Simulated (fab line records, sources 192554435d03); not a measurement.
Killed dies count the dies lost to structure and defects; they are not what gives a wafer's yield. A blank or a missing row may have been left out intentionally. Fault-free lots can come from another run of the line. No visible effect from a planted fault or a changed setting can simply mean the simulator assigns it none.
fab line records -- flow n5-finfet -- part 1 of 2: steps 1 to 4 of 6
record: lots: 22, wafers: 66, last-day: 17
route steps=1938 shown BEOL_M8@1396 BEOL_M9@1445 BEOL_M10@1484
lots untouched by any fault: they come from a run of this same line in which no faults occurred
start-h: hours from the record's opening day to when the first of the lot's shown wafers began -- wait-h: hours from the lot's prior step to this one -- " as in the row above -- L1.1+2: a single row standing in for several wafers -- - no value present, or no start provided -- * or withheld: withheld -- < > ~ a bound
route shown NAME@n: NAME is a module with steps in the file, n the number in the route of the first one -- usual: the fault-free wafers' mean and standard deviation -- same: alike in all rows -- chamber/n: place in a boat -- sites: the reading at each site -- _std_site: the values' standard deviation -- _edge_site: outer sites' mean less inner sites' -- radius-mm: for every site, how far away it sits from the centre of the wafer -- mask NAME#n: copy n -- behind: the last tool/chamber to shape the wafer -- hold: what put the lot on hold/how long, in hours/how the hold closed -- device: the transistor (n, p or np) that didn't switch -- end of line: tests run on the same wafers once the route is complete -- a step without rows: its recipe alone -- killed: not the wafer's yield, but the dies lost to structure and defects at the first sort -- map: a wafer's dies, marking killed ones x, the rest . and places with no die _
set.NAME: the setting the step ran with; set.NAME@STEP: the setting that earlier step ran with -- model.NAME: the simulator's own value behind a step, which no gauge read
one table for each step of the route and one row for each wafer, over a sample of lots
services: when a tool's chamber went out of use (start-h, in hours from the record's first day, below 0 if earlier), for how many hours, and the reason
== steps ==
step: N5_BEOL_M8_THK_MEAS_53
recipe: thk-meas-gauge: xrf, reads: Cu_of_BEOL_M8_ECD_50
usual: M8_THK: 80.4/2.3
lot.wafer,tool,chamber,start-h,wait-h,M8_THK[nm]
L074.1,film-metro-02,-,202.15,-,81.0
L074.2,film-metro-02,-,202.15,-,83.0
L074.3,film-metro-02,-,202.15,-,79.4
L075.2,film-metro-01,-,207.39,-,77.7
L075.3,film-metro-01,-,207.39,-,77.8
L075.6,film-metro-01,-,207.39,-,85.0
L076.2,film-metro-01,-,216.19,-,81.1
L076.5,film-metro-01,-,216.19,-,81.5
L076.6,film-metro-01,-,216.19,-,80.0
L077.1,film-metro-02,-,216.30,-,77.9
L077.2,film-metro-02,-,216.30,-,82.9
L077.5,film-metro-02,-,216.30,-,81.6
L078.2,film-metro-01,-,223.98,-,83.2
L078.4,film-metro-01,-,223.98,-,80.8
L078.6,film-metro-01,-,223.98,-,81.5
L079.1,film-metro-02,-,230.96,-,83.7
L079.2,film-metro-02,-,230.96,-,78.8
L079.4,film-metro-02,-,230.96,-,83.2
L080.2,film-metro-02,-,233.43,-,79.6
L080.3,film-metro-02,-,233.43,-,82.3
L080.6,film-metro-02,-,233.43,-,77.0
L082.2,film-metro-02,-,245.14,-,84.2
L082.3,film-metro-02,-,245.14,-,81.1
L082.6,film-metro-02,-,245.14,-,82.7
L081.1,film-metro-02,-,248.91,-,75.0
L081.3,film-metro-02,-,248.91,-,82.1
L081.6,film-metro-02,-,248.91,-,71.9
L083.3,film-metro-02,-,254.52,-,78.6
L083.4,film-metro-02,-,254.52,-,76.0
L083.5,film-metro-02,-,254.52,-,80.1
L084.1,film-metro-02,-,262.12,-,77.0
L084.2,film-metro-02,-,262.12,-,80.4
L084.4,film-metro-02,-,262.12,-,79.6
L086.2,film-metro-02,-,267.40,-,80.7
L086.3,film-metro-02,-,267.40,-,78.5
L086.4,film-metro-02,-,267.40,-,80.0
L085.1,film-metro-01,-,278.23,-,82.6
L085.4,film-metro-01,-,278.23,-,77.2
L085.5,film-metro-01,-,278.23,-,81.5
L087.4,film-metro-01,-,278.24,-,83.0
L087.5,film-metro-01,-,278.24,-,83.3
L087.6,film-metro-01,-,278.24,-,80.2
L088.2,film-metro-02,-,284.91,-,82.7
L088.4,film-metro-02,-,284.91,-,81.1
L088.6,film-metro-02,-,284.91,-,81.8
L089.2,film-metro-02,-,285.08,-,80.1
L089.3,film-metro-02,-,285.08,-,82.7
L089.6,film-metro-02,-,285.08,-,81.3
L090.4,film-metro-02,-,301.37,-,79.0
L090.5,film-metro-02,-,301.37,-,74.9
L090.6,film-metro-02,-,301.37,-,79.0
L091.1,film-metro-02,-,309.13,-,81.5
L091.4,film-metro-02,-,309.13,-,81.7
L091.5,film-metro-02,-,309.13,-,80.1
L092.1,film-metro-01,-,312.75,-,82.9
L092.2,film-metro-01,-,312.75,-,84.3
L092.4,film-metro-01,-,312.75,-,81.2
L094.4,film-metro-02,-,322.03,-,81.8
L094.5,film-metro-02,-,322.03,-,79.2
L094.6,film-metro-02,-,322.03,-,79.6
L095.2,film-metro-01,-,329.63,-,79.5
L095.3,film-metro-01,-,329.63,-,78.9
L095.5,film-metro-01,-,329.63,-,81.1
L097.3,film-metro-02,-,337.00,-,81.4
L097.4,film-metro-02,-,337.00,-,80.9
L097.6,film-metro-02,-,337.00,-,82.0
step: N5_BEOL_M8_DEP_56
recipe: material: SiCN, target-thk-a: 100, temp-c: withheld, precursor: 3MS/NH3, pressure-torr: 3, rf-w: 202, time-s: 17.5
usual: showerhead-plenum-p-Torr: 3.659/0.0099, throttle-valve-pct: 8.9/0.43
lot.wafer,tool,chamber,start-h,wait-h,showerhead-plenum-p-Torr,throttle-valve-pct
L074.1,pecvd-01,1,202.21,0.0,3.668,9.3
L074.2,pecvd-01,0,202.21,0.0,3.650,8.5
L074.3,pecvd-01,2,202.21,0.0,3.660,8.5
L075.2,pecvd-01,1,207.45,0.0,3.677,9.0
L075.3,pecvd-01,0,207.45,0.0,3.646,9.0
L075.6,pecvd-01,0,207.45,0.0,3.663,8.8
L076.2,pecvd-01,2,216.26,0.0,3.666,8.5
L076.5,pecvd-01,0,216.26,0.0,3.656,8.9
L076.6,pecvd-01,1,216.26,0.0,3.673,9.0
L077.1,pecvd-04,1,216.36,0.0,3.656,8.9
L077.2,pecvd-04,0,216.36,0.0,3.653,9.8
L077.5,pecvd-04,2,216.36,0.0,3.660,9.0
L078.2,pecvd-01,0,224.04,0.0,3.655,8.7
L078.4,pecvd-01,1,224.04,0.0,3.679,9.0
L078.6,pecvd-01,0,224.04,0.0,3.654,8.5
L079.1,pecvd-04,1,231.03,0.0,3.648,9.0
L079.2,pecvd-04,0,231.03,0.0,3.663,9.9
L079.4,pecvd-04,0,231.03,0.0,3.650,9.9
L080.2,pecvd-01,2,233.49,0.0,3.670,8.6
L080.3,pecvd-01,1,233.49,0.0,3.668,9.0
L080.6,pecvd-01,0,233.49,0.0,3.649,8.6
L082.2,pecvd-01,2,245.20,0.0,3.669,8.7
L082.3,pecvd-01,1,245.20,0.0,3.675,9.1
L082.6,pecvd-01,2,245.20,0.0,3.667,8.6
L081.1,pecvd-02,2,248.98,0.0,3.646,8.3
L081.3,pecvd-02,0,248.98,0.0,3.660,8.5
L081.6,pecvd-02,1,248.98,0.0,3.648,9.5
L083.3,pecvd-04,1,254.61,0.0,3.650,9.0
L083.4,pecvd-04,0,254.61,0.0,3.664,9.7
L083.5,pecvd-04,0,254.61,0.0,3.652,9.7
L084.1,pecvd-02,2,262.18,0.0,3.641,8.3
L084.2,pecvd-02,0,262.18,0.0,3.664,8.7
L084.4,pecvd-02,0,262.18,0.0,3.662,8.3
L086.2,pecvd-02,0,267.47,0.0,3.657,8.5
L086.3,pecvd-02,2,267.47,0.0,3.650,8.1
L086.4,pecvd-02,1,267.47,0.0,3.649,9.2
L085.1,pecvd-02,1,278.30,0.0,3.648,9.5
L085.4,pecvd-02,1,278.30,0.0,3.649,9.3
L085.5,pecvd-02,2,278.30,0.0,3.654,8.1
L087.4,pecvd-01,2,278.38,0.0,3.669,8.5
L087.5,pecvd-01,0,278.38,0.0,3.647,8.9
L087.6,pecvd-01,1,278.38,0.0,3.672,9.2
L088.2,pecvd-02,1,284.97,0.0,3.646,9.1
L088.4,pecvd-02,0,284.97,0.0,3.659,8.6
L088.6,pecvd-02,1,284.97,0.0,3.651,9.5
L089.2,pecvd-02,2,285.14,0.0,3.643,8.3
L089.3,pecvd-02,0,285.14,0.0,3.664,8.8
L089.6,pecvd-02,0,285.14,0.0,3.664,8.7
L090.4,pecvd-02,0,301.45,0.0,3.656,8.4
L090.5,pecvd-02,1,301.45,0.0,3.651,9.7
L090.6,pecvd-02,2,301.45,0.0,3.646,8.2
L091.1,pecvd-01,1,309.19,0.0,3.671,9.1
L091.4,pecvd-01,2,309.19,0.0,3.666,8.5
L091.5,pecvd-01,1,309.19,0.0,3.671,9.2
L092.1,pecvd-01,2,312.82,0.0,3.668,8.4
L092.2,pecvd-01,0,312.82,0.0,3.653,8.8
L092.4,pecvd-01,1,312.82,0.0,3.676,9.0
L094.4,pecvd-01,0,322.10,0.0,3.655,8.8
L094.5,pecvd-01,1,322.10,0.0,3.668,9.0
L094.6,pecvd-01,2,322.10,0.0,3.679,8.9
L095.2,pecvd-01,0,329.69,0.0,3.653,8.7
L095.3,pecvd-01,2,329.69,0.0,3.669,8.7
L095.5,pecvd-01,1,329.69,0.0,3.672,9.2
L097.3,pecvd-01,2,337.09,0.0,3.664,8.4
L097.4,pecvd-01,1,337.09,0.0,3.668,8.8
L097.6,pecvd-01,2,337.09,0.0,3.668,9.0
step: N5_BEOL_M9_STRIP_36
recipe: chemistry: N2/H2, power-w: 450, temp-c: 40, pressure-mtorr: 20, rf-frequency-hz: 6e+07, overash-fraction: 0.3, bias-power-w: 7, h2-frac: 0.5, n2-flow-sccm: 200, h2-flow-sccm: 200
usual: chamber-pressure-mTorr: 20.00/0.034, drypump-motor-current-A: 5.7/0.31, oes-product-au: 0.74/0.071, power-w: 450.0/1.2, rf-vpp-V: 59.3/1.4, showerhead-plenum-p-Torr: 2.53/0.085, throttle-valve-pct: 23.83/0.26
lot.wafer,tool,chamber,start-h,wait-h,chamber-pressure-mTorr,drypump-motor-current-A,oes-product-au,power-w,rf-hours-counter-h,rf-vpp-V,showerhead-plenum-p-Torr,throttle-valve-pct
L074.1,rie-diel-06,1,207.65,0.0,20.06,5.9,0.73,450.2,179,59.4,2.64,23.75
L074.2,rie-diel-06,0,207.65,0.0,20.06,5.9,0.72,450.4,160,59.0,2.51,23.93
L074.3,rie-diel-06,3,207.65,0.0,19.97,5.8,0.88,449.1,45,59.5,2.59,23.93
L075.2,rie-diel-03,1,211.06,0.0,19.97,6.2,0.69,452.1,200,56.8,2.42,23.87
L075.3,rie-diel-03,0,211.06,0.0,19.99,5.4,0.71,452.8,207,59.9,2.52,24.10
L075.6,rie-diel-03,3,211.06,0.0,19.98,5.2,0.73,449.5,-,57.8,2.53,24.04
L076.2,rie-diel-06,0,220.20,0.0,20.02,5.8,0.73,449.1,163,60.2,2.51,23.91
L076.5,rie-diel-06,1,220.20,0.0,19.95,5.9,0.73,450.2,-,60.7,2.64,23.74
L076.6,rie-diel-06,0,220.20,0.0,20.00,5.8,0.72,448.4,-,57.2,2.51,23.91
L077.1,rie-diel-06,2,222.45,0.0,19.99,5.5,0.69,447.6,221,58.5,2.52,23.85
L077.2,rie-diel-06,0,222.45,0.0,19.99,5.8,0.72,449.3,164,59.3,2.51,23.91
L077.5,rie-diel-06,3,222.45,0.0,19.98,5.8,0.89,451.9,-,59.4,2.58,23.92
L078.2,rie-diel-06,2,228.87,0.0,20.04,5.5,0.69,452.7,223,59.8,2.52,23.89
L078.4,rie-diel-06,3,228.87,0.0,20.05,5.8,0.89,448.9,52,61.3,2.58,23.90
L078.6,rie-diel-06,1,228.87,0.0,20.03,5.9,0.72,450.7,-,60.1,2.64,23.74
L079.1,rie-diel-03,0,235.16,0.0,20.00,5.4,0.69,449.4,216,59.0,2.52,24.12
L079.2,rie-diel-03,3,235.16,0.0,19.97,5.2,0.73,450.4,196,59.8,2.52,24.07
L079.4,rie-diel-03,0,235.16,0.0,19.96,5.4,0.71,447.4,-,58.6,2.52,24.12
L080.2,rie-diel-06,2,237.68,0.0,20.05,5.5,0.69,448.4,226,59.3,2.52,23.84
L080.3,rie-diel-06,3,237.68,0.0,19.97,5.8,0.87,450.9,54,57.8,2.58,23.94
L080.6,rie-diel-06,3,237.68,0.0,19.99,5.8,0.88,448.6,-,59.2,2.58,23.93
L082.2,rie-diel-03,0,252.36,0.0,20.00,5.4,0.69,448.3,223,56.4,2.51,24.13
L082.3,rie-diel-03,3,252.36,0.0,20.01,5.2,0.73,450.5,204,60.4,2.52,24.07
L082.6,rie-diel-03,1,252.36,0.0,20.03,6.2,0.69,449.9,-,57.7,2.41,23.90
L081.1,rie-diel-03,0,257.24,0.0,20.02,5.4,0.69,449.2,225,59.5,2.51,24.12
L081.3,rie-diel-03,2,257.24,0.0,20.01,5.5,0.87,449.2,19,58.5,2.71,23.41
L081.6,rie-diel-03,3,257.24,0.0,20.00,5.3,0.73,450.6,-,59.9,2.52,24.05
L083.3,rie-diel-03,1,259.28,0.0,19.98,6.3,0.68,450.5,219,59.6,2.41,23.90
L083.4,rie-diel-03,3,259.28,0.0,19.99,5.2,0.73,451.8,207,60.2,2.52,24.08
L083.5,rie-diel-03,1,259.28,0.0,19.97,6.2,0.68,451.0,-,58.4,2.41,23.91
L084.1,rie-diel-06,3,266.96,0.0,20.02,5.8,0.86,448.7,63,58.9,2.58,23.96
L084.2,rie-diel-06,0,266.96,0.0,20.01,5.8,0.71,450.0,178,58.9,2.51,23.96
L084.4,rie-diel-06,2,266.96,0.0,19.99,5.5,0.68,450.1,234,57.8,2.52,23.84
L086.2,rie-diel-03,2,271.04,0.0,19.99,5.5,0.89,452.0,24,57.9,2.71,23.41
L086.3,rie-diel-03,0,271.04,0.0,20.01,5.4,0.68,450.0,229,60.4,2.51,24.17
L086.4,rie-diel-03,3,271.04,0.0,19.95,5.2,0.72,452.3,211,57.3,2.52,24.07
L085.1,rie-diel-05,3,282.88,0.0,20.03,6.2,0.86,449.9,47,60.6,2.69,23.94
L085.4,rie-diel-05,2,282.88,0.0,20.06,5.6,0.83,451.1,74,57.9,2.57,23.50
L085.5,rie-diel-05,2,282.88,0.0,19.98,5.6,0.84,449.6,-,59.4,2.57,23.46
L087.4,rie-diel-05,3,283.74,0.0,20.08,6.1,0.85,449.1,47,61.2,2.69,23.98
L087.5,rie-diel-05,0,283.74,0.0,20.01,5.8,0.73,451.2,-,58.3,2.41,23.58
L087.6,rie-diel-05,3,283.74,0.0,19.97,6.1,0.86,449.0,-,58.9,2.69,23.95
L089.2,rie-diel-05,3,289.54,0.0,19.98,6.2,0.85,449.7,48,59.9,2.69,23.93
L089.3,rie-diel-05,1,289.54,0.0,20.01,5.7,0.70,449.9,197,58.1,2.51,23.32
L089.6,rie-diel-05,0,289.54,0.0,19.97,5.8,0.73,447.9,-,58.1,2.41,23.60
L088.2,rie-diel-03,1,289.62,0.0,20.04,6.2,0.67,449.3,228,59.5,2.41,23.90
L088.4,rie-diel-03,2,289.62,0.0,19.99,5.5,0.86,451.0,29,60.6,2.70,23.45
L088.6,rie-diel-03,0,289.62,0.0,19.97,5.4,0.68,450.6,-,58.2,2.51,24.16
L090.4,rie-diel-03,0,307.83,0.0,20.03,5.4,0.67,451.1,241,59.5,2.51,24.16
L090.5,rie-diel-03,0,307.83,0.0,20.03,5.4,0.68,450.6,-,59.6,2.50,24.15
L090.6,rie-diel-03,3,307.83,0.0,19.98,5.2,0.70,453.2,-,58.9,2.51,24.08
L091.1,rie-diel-05,1,315.15,0.0,20.00,5.7,0.70,450.1,205,59.6,2.50,23.35
L091.4,rie-diel-05,2,315.15,0.0,20.02,5.6,0.83,448.6,-,60.9,2.56,23.51
L091.5,rie-diel-05,1,315.15,0.0,20.01,5.7,0.71,449.1,-,57.4,2.50,23.35
L092.1,rie-diel-03,0,317.41,0.0,19.98,5.4,0.69,449.9,244,60.0,2.50,24.18
L092.2,rie-diel-03,3,317.41,0.0,20.01,5.2,0.71,450.4,225,56.9,2.51,24.07
L092.4,rie-diel-03,1,317.41,0.0,20.00,6.3,0.68,448.4,237,60.3,2.40,23.92
L094.4,rie-diel-03,2,330.05,0.0,19.99,5.5,0.86,449.3,42,62.1,2.70,23.47
L094.5,rie-diel-03,3,330.05,0.0,19.98,5.2,0.72,448.9,-,60.2,2.51,24.08
L094.6,rie-diel-03,0,330.05,0.0,20.02,5.4,0.68,448.4,-,59.6,2.50,24.17
L095.2,rie-diel-06,2,333.94,0.0,20.00,5.5,1.02,451.7,1,59.8,2.51,23.39
L095.3,rie-diel-06,3,333.94,0.0,19.98,5.8,0.84,449.1,86,59.6,2.57,23.98
L095.5,rie-diel-06,0,333.94,0.0,20.10,5.8,0.70,450.3,-,60.1,2.50,23.98
L097.3,rie-diel-03,0,341.63,0.0,20.01,5.4,0.68,451.4,250,58.1,2.50,24.16
L097.4,rie-diel-03,1,341.63,0.0,19.99,6.2,0.69,448.1,243,57.9,2.40,23.97
L097.6,rie-diel-03,3,341.63,0.0,20.01,5.3,0.71,450.2,-,59.2,2.51,24.07
step: N5_BEOL_M10_OVL_MEAS_12
recipe: points-per-wafer: 44
usual: M10_OVL: 0.0/0.9
lot.wafer,tool,chamber,start-h,wait-h,M10_OVL[nm]
L074.1,overlay-01,0,212.67,0.0,0.0
L074.2,overlay-01,0,212.67,0.0,-0.6
L074.3,overlay-01,0,212.67,0.0,-1.5
L075.2,overlay-01,0,216.02,0.0,1.3
L075.3,overlay-01,0,216.02,0.0,0.3
L075.6,overlay-01,0,216.02,0.0,1.7
L076.2,overlay-02,0,226.80,0.1,-0.1
L076.5,overlay-02,0,226.80,0.1,-1.2
L076.6,overlay-02,0,226.80,0.1,0.5
L077.1,overlay-02,0,226.85,0.0,-0.1
L077.2,overlay-02,0,226.85,0.0,0.4
L077.5,overlay-02,0,226.85,0.0,-0.2
L078.2,overlay-02,0,233.74,0.0,-1.1
L078.4,overlay-02,0,233.74,0.0,-0.1
L078.6,overlay-02,0,233.74,0.0,-1.1
L079.1,overlay-02,0,242.08,0.0,0.1
L079.2,overlay-02,0,242.08,0.0,-1.0
L079.4,overlay-02,0,242.08,0.0,-0.5
L080.2,overlay-02,0,242.48,0.0,1.9
L080.3,overlay-02,0,242.48,0.0,-1.1
L080.6,overlay-02,0,242.48,0.0,0.4
L082.2,overlay-01,0,258.18,0.0,-0.5
L082.3,overlay-01,0,258.18,0.0,-1.3
L082.6,overlay-01,0,258.18,0.0,-1.1
L081.1,overlay-02,0,262.50,0.0,0.6
L081.3,overlay-02,0,262.50,0.0,0.5
L081.6,overlay-02,0,262.50,0.0,0.2
L083.3,overlay-02,0,263.29,0.0,-0.6
L083.4,overlay-02,0,263.29,0.0,-0.2
L083.5,overlay-02,0,263.29,0.0,0.1
L084.1,overlay-02,0,271.86,0.0,-0.3
L084.2,overlay-02,0,271.86,0.0,-0.7
L084.4,overlay-02,0,271.86,0.0,-1.6
L086.2,overlay-02,0,275.53,0.0,-1.9
L086.3,overlay-02,0,275.53,0.0,-1.0
L086.4,overlay-02,0,275.53,0.0,-1.7
L085.1,overlay-01,0,290.28,0.0,1.4
L085.4,overlay-01,0,290.28,0.0,1.2
L085.5,overlay-01,0,290.28,0.0,1.1
L087.4,overlay-02,0,290.92,0.0,-0.4
L087.5,overlay-02,0,290.92,0.0,-0.1
L087.6,overlay-02,0,290.92,0.0,-0.3
L089.2,overlay-02,0,294.88,0.0,-0.2
L089.3,overlay-02,0,294.88,0.0,-1.2
L089.6,overlay-02,0,294.88,0.0,-0.4
L088.2,overlay-01,0,295.14,0.0,0.0
L088.4,overlay-01,0,295.14,0.0,-0.2
L088.6,overlay-01,0,295.14,0.0,0.1
L090.4,overlay-01,0,312.40,0.0,-0.7
L090.5,overlay-01,0,312.40,0.0,1.0
L090.6,overlay-01,0,312.40,0.0,-2.0
L091.1,overlay-02,0,320.16,0.0,1.2
L091.4,overlay-02,0,320.16,0.0,0.3
L091.5,overlay-02,0,320.16,0.0,0.5
L092.1,overlay-02,0,322.39,0.0,0.2
L092.2,overlay-02,0,322.39,0.0,0.3
L092.4,overlay-02,0,322.39,0.0,-0.8
L094.4,overlay-02,0,335.21,0.0,0.2
L094.5,overlay-02,0,335.21,0.0,0.4
L094.6,overlay-02,0,335.21,0.0,1.1
L095.2,overlay-01,0,339.90,0.0,-0.1
L095.3,overlay-01,0,339.90,0.0,-0.8
L095.5,overlay-01,0,339.90,0.0,-0.1
L097.3,overlay-01,0,348.91,0.0,0.2
L097.4,overlay-01,0,348.91,0.0,0.3
L097.6,overlay-01,0,348.91,0.0,0.7
